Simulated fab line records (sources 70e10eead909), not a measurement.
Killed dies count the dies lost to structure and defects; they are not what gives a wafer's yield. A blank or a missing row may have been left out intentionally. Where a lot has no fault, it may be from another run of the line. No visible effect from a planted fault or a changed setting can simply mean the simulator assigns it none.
Chamber matching	flow nandHarc	NHARC_P_M2_DEP_33 on pecvd-04 has 3 sister chambers
The step deposits SiCN, target thk 30 nm. 6 wafers are shown with their chamber, then 9 later ones without.

WAFERS, EACH WITH ITS CHAMBER
wafer	chamber	heaterPowerOuterW (W)	heaterPowerW (W)
L948.4	2	255	524
L953.1	0	303	498
L953.6	1	305	537
L959.1	1	298	542
L959.3	0	377	621
L959.5	2	294	584

WAFERS MISSING THEIR CHAMBER
wafer	heaterPowerOuterW (W)	heaterPowerW (W)
L960.1	320	572
L960.3	370	605
L960.5	372	627
L964.1	278	554
L964.3	303	551
L964.6	324	555
L965.3	305	512
L965.4	276	559
L965.5	308	525

EACH ONE'S CHAMBER
wafer	from the rows above	in truth
L960.1	can't be placed: 0 or 1 or 2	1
L960.3	can't be placed: 0 or 1 or 2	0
L960.5	can't be placed: 0 or 1 or 2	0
L964.1	can't be placed: 2 or 1 or 0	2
L964.3	can't be placed: 1 or 2 or 0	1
L964.6	can't be placed: 0 or 1 or 2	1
L965.3	can't be placed: 1 or 2 or 0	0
L965.4	can't be placed: 2 or 1 or 0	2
L965.5	can't be placed: 1 or 2 or 0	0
0 of 9 placed correctly. Cannot be placed on the basis of these rows: 9; the candidates contain the true chamber in 9. Wrongly placed: 0.
How it was worked out, from the rows above alone: a wafer's distance from a chamber is the root of the sum, over the readings, of the square of ((its reading less the chamber's mean) divided by the reading's scatter). If the next closest chamber is less than 2 further off than the closest, the wafer can't be placed; otherwise it belongs to the closest. Each chamber's mean is taken over the wafers shown for it. The scatter is the square root of a quotient: the sum, over the shown wafers, of each reading's squared deviation from its chamber's mean, divided by wafers minus chambers.
